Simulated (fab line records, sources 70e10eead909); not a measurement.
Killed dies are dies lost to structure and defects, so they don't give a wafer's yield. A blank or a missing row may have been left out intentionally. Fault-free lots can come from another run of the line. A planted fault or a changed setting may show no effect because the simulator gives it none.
The tool behind it: which one? + flow nand-harc + 12 lots with 36 wafers sampled at 6 steps, on a route of 1159 steps

== WHAT THE GAUGES READ, wafer by wafer ==
NHARC_A_ONON_D1_THK_MEAS_24: measures by ellipsometry. Usual: 998 nm for thk-nm, sd 9.6.
| lot  | measured     | on            | thk-nm (nm)    | flag |
|------|--------------|---------------|----------------|------|
| L656 | day 8 03:51  | film-metro-01 | 1015 1014 1014 |      |
| L657 | day 8 09:39  | film-metro-01 | 1008 1010 1008 |      |
| L659 | day 8 22:20  | film-metro-02 | 993 996 994    |      |
| L662 | day 9 08:53  | film-metro-01 | 988 991 990    |      |
| L663 | day 9 19:07  | film-metro-01 | 991 993 992    |      |
| L666 | day 10 09:55 | film-metro-02 | 1011 1012 1013 |      |
| L667 | day 10 19:07 | film-metro-02 | 995 992 992    |      |
| L668 | day 11 03:04 | film-metro-01 | 1008 1005 1006 |      |
| L672 | day 11 23:12 | film-metro-02 | 988 986 989    |      |
| L673 | day 12 12:32 | film-metro-02 | 1000 1003 1004 |      |
| L676 | day 13 01:34 | film-metro-01 | 1013 1012 1011 |      |
| L678 | day 13 08:23 | film-metro-02 | 1011 1010 1010 |      |

NHARC_A_ONON_D1_THK_MEAS_30: measures by ellipsometry. Usual: 995 nm for thk-nm, sd 10.
| lot  | measured     | on            | thk-nm (nm)    | flag |
|------|--------------|---------------|----------------|------|
| L656 | day 8 04:59  | film-metro-01 | 988 986 988    |      |
| L657 | day 8 10:47  | film-metro-01 | 990 990 991    |      |
| L659 | day 8 23:28  | film-metro-01 | 996 997 997    |      |
| L662 | day 9 10:17  | film-metro-02 | 986 989 989    |      |
| L663 | day 9 20:14  | film-metro-02 | 1003 1002 1003 |      |
| L666 | day 10 11:03 | film-metro-02 | 1008 1011 1011 |      |
| L667 | day 10 20:14 | film-metro-02 | 1505 1506 1502 | OFF  |
| L668 | day 11 04:13 | film-metro-01 | 1487 1485 1485 | OFF  |
| L672 | day 12 00:20 | film-metro-02 | 1004 1004 1005 |      |
| L673 | day 12 13:40 | film-metro-02 | 1005 1003 1004 |      |
| L676 | day 13 02:41 | film-metro-01 | 1005 1005 1005 |      |
| L678 | day 13 09:32 | film-metro-01 | 988 987 989    |      |

NHARC_END_SORT_01. Usual: killed-at-array 27, standard deviation 8.8; killed-at-other 0.4, standard deviation 0.82; killed-at-periphery 3.1, standard deviation 2.1; killed-dies 31, standard deviation 8.8; killed-open 3.3, standard deviation 2; killed-short 2.0, standard deviation 1.4.
| lot  | measured     | on        | killed-at-array | killed-at-other | killed-at-periphery | killed-dies | killed-open | killed-short | flag |
|------|--------------|-----------|-----------------|-----------------|---------------------|-------------|-------------|--------------|------|
| L667 | day 22 13:04 | prober-02 | 672 675 673     | 0 0 0           | 5 2 4               | 677 677 677 | 2 2 10      | 3 0 1        | OFF  |
| L668 | day 22 03:22 | prober-01 | 677 676 675     | 0 0 0           | 0 1 2               | 677 677 677 | 3 3 2       | 1 2 4        | OFF  |

== TOOL THAT RAN EACH LOT (tool first, then ch and the chambers of the sampled wafers, then the start) ==
| lot  | NHARC_P_BONDPAD_CMP_19        | NHARC_A_ONON_D1_DEP_28           | NHARC_A_CHANNEL_HOLE_D1_ETCH_39 |
|------|-------------------------------|----------------------------------|---------------------------------|
| L656 | cmp-02 ch 0,1, day 6 14:20    | pecvd-onon-03 ch 0, day 8 04:32  | rie-diel-12 ch 0,1,3, no start  |
| L657 | cmp-02 ch 0,1, day 6 21:52    | pecvd-onon-01 ch 0, day 8 10:16  | rie-diel-06 ch 0,1,2, no start  |
| L659 | cmp-04 ch 0,1,3, day 7 13:29  | pecvd-onon-02 ch 0, day 8 22:58  | rie-diel-12 ch 1,2,3, no start  |
| L662 | cmp-02 ch 0,2,3, day 7 21:38  | pecvd-onon-03 ch 0, day 9 09:57  | rie-diel-05 ch 0,1,2, no start  |
| L663 | cmp-02 ch 0,1, day 8 06:57    | pecvd-onon-02 ch 0, day 9 19:44  | rie-diel-06 ch 1,2,3, no start  |
| L666 | cmp-02 ch 1,2,3, day 8 20:58  | pecvd-onon-01 ch 0, day 10 10:32 | rie-diel-06 ch 0,2,3, no start  |
| L667 | cmp-03 ch 1,2,3, day 9 04:16  | pecvd-onon-01 ch 0, day 10 19:44 | -                               |
| L668 | cmp-03 ch 1,2, day 9 16:10    | pecvd-onon-01 ch 0, day 11 03:49 | -                               |
| L672 | cmp-03 ch 0,2,3, day 10 13:07 | pecvd-onon-03 ch 0, day 11 23:49 | rie-diel-06 ch 2,3, no start    |
| L673 | cmp-02 ch 0,1,3, day 10 19:46 | pecvd-onon-03 ch 0, day 12 13:10 | rie-diel-12 ch 2,3, no start    |
| L676 | cmp-03 ch 0,1, day 11 12:05   | pecvd-onon-03 ch 0, day 13 02:14 | rie-diel-12 ch 1,2,3, no start  |
| L678 | cmp-03 ch 0,1,3, day 11 22:02 | pecvd-onon-03 ch 0, day 13 09:04 | rie-diel-06 ch 1,2,3, no start  |
- NHARC_P_BONDPAD_CMP_19: polishes, t overpolish 30 s, cu recess touch 16 s, target thk 160.81 nm.
- NHARC_A_ONON_D1_DEP_28: target thk 1000 nm.
- NHARC_A_CHANNEL_HOLE_D1_ETCH_39: etches the open film in N2/H2, target depth 260 nm, time 325 s.

== WHAT THE TOOLS THEMSELVES READ (means of the sampled wafers that have a number; where no wafer has one, the mark that the record gives instead) ==
NHARC_P_BONDPAD_CMP_19. Usual: motor-current-A 11.7 A, standard deviation 0.98; overpolish-run-s 29.999 s, standard deviation 0.0088; retaining-ring-pressure-frac 1.000, standard deviation 0.005; slurry-flow-ml-min 150.0, standard deviation 0.41.
| lot  | tool   | motor-current-A (A) | overpolish-run-s (s) | retaining-ring-pressure-frac | slurry-flow-ml-min | flag |
|------|--------|---------------------|----------------------|------------------------------|--------------------|------|
| L656 | cmp-02 | 11.7                | 29.998               | 1.001                        | 150.0              |      |
| L657 | cmp-02 | 11.5                | 29.999               | 1.003                        | 150.4              |      |
| L659 | cmp-04 | 11.6                | 30.004               | 1.005                        | 150.0              |      |
| L662 | cmp-02 | 11.7                | 30.001               | 0.998                        | 150.0              |      |
| L663 | cmp-02 | 11.0                | 30.003               | 1.002                        | 150.1              |      |
| L666 | cmp-02 | 11.8                | 29.991               | 1.000                        | 150.1              |      |
| L667 | cmp-03 | 11.9                | 29.998               | 0.998                        | 149.6              |      |
| L668 | cmp-03 | 12.7                | 30.000               | 1.001                        | 149.8              |      |
| L672 | cmp-03 | 11.0                | 29.999               | 1.002                        | 150.2              |      |
| L673 | cmp-02 | 11.6                | 30.002               | 1.005                        | 150.1              |      |
| L676 | cmp-03 | 12.2                | 29.992               | 1.003                        | 149.8              |      |
| L678 | cmp-03 | 12.4                | 29.997               | 0.998                        | 149.8              |      |

NHARC_A_ONON_D1_DEP_28. Usual: 2000 sccm for n2o-flow-sccm, sd 6.5.
| lot  | tool          | n2o-flow-sccm (sccm) | flag |
|------|---------------|----------------------|------|
| L656 | pecvd-onon-03 | 1996                 |      |
| L657 | pecvd-onon-01 | 2002                 |      |
| L659 | pecvd-onon-02 | 1986                 |      |
| L662 | pecvd-onon-03 | 1993                 |      |
| L663 | pecvd-onon-02 | 1996                 |      |
| L666 | pecvd-onon-01 | 2006                 |      |
| L667 | pecvd-onon-01 | 1997                 |      |
| L668 | pecvd-onon-01 | 2008                 |      |
| L672 | pecvd-onon-03 | 1997                 |      |
| L673 | pecvd-onon-03 | 2000                 |      |
| L676 | pecvd-onon-03 | 1997                 |      |
| L678 | pecvd-onon-03 | 1995                 |      |

NHARC_A_CHANNEL_HOLE_D1_ETCH_39. Usual: drypump-motor-current-A 5.7 A, standard deviation 0.64; oes-product-au 0.998 a.u., standard deviation 0.011; rf-vpp-V 429.9 V, standard deviation 2.3; showerhead-plenum-p-Torr 2.02 Torr, standard deviation 0.084; throttle-valve-pct 14.171 %, standard deviation 0.0093.
| lot  | tool        | drypump-motor-current-A (A) | oes-product-au (a.u.) | rf-vpp-V (V) | showerhead-plenum-p-Torr (Torr) | throttle-valve-pct (%) | flag |
|------|-------------|-----------------------------|-----------------------|--------------|---------------------------------|------------------------|------|
| L656 | rie-diel-12 | 5.8                         | 0.996                 | 428.6        | 1.97                            | 14.168                 |      |
| L657 | rie-diel-06 | 5.8                         | 0.999                 | 430.7        | 2.04                            | 14.173                 |      |
| L659 | rie-diel-12 | 5.5                         | 0.992                 | 428.0        | 1.95                            | 14.164                 |      |
| L662 | rie-diel-05 | 5.8                         | 1.009                 | 432.1        | 2.11                            | 14.175                 |      |
| L663 | rie-diel-06 | 5.5                         | 0.995                 | 431.7        | 2.06                            | 14.170                 |      |
| L666 | rie-diel-06 | 5.6                         | 0.994                 | 429.9        | 2.03                            | 14.169                 |      |
| L672 | rie-diel-06 | 5.3                         | 0.996                 | 430.3        | 2.05                            | 14.169                 |      |
| L673 | rie-diel-12 | 5.2                         | 0.990                 | 427.6        | 1.94                            | 14.161                 |      |
| L676 | rie-diel-12 | 5.5                         | 1.003                 | 427.6        | 1.94                            | 14.180                 |      |
| L678 | rie-diel-06 | 5.5                         | 0.992                 | 432.1        | 2.06                            | 14.172                 |      |

== THE ANSWER, worked out from the rows above alone ==
Rule: take the mean of a lot's wafers that have a number; if it is more than 3 standard deviations from the usual mean, the lot is off. A lot without any number at a reading at which 4 lots or more have one is off too. Where the step has rows for the other lots, those lots are counted as sound. First the gauges in route order, then the tools' own readings, where a lot's mean is used as printed above. The first step at which some lot is off is used, and at that step the reading that is off furthest; a lot without a number counts as furthest.
Off at NHARC_A_ONON_D1_THK_MEAS_30 (thk-nm): L667, L668.
A tool fits if, at a process step before that reading, it ran every lot that is off, and no sound lot after the first of them. The gauges at NHARC_A_ONON_D1_THK_MEAS_30 aren't tried: what is off there is off at NHARC_END_SORT_01 too, on other tools, and a gauge's error can't cause that. One fits: NHARC_A_ONON_D1_DEP_28 on pecvd-onon-01. Its last sound lot is L666 (day 10 10:32), its first lot that is off L667 (day 10 19:44): a fault that began between those two fits.

== WHAT THE SIMULATOR HAD PUT IN ==
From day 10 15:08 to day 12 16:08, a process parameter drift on pecvd-onon-01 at NHARC_A_ONON_D1_DEP_28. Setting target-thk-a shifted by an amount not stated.
Struck lots among those shown: L667, L668. This agrees with what the rule above found.
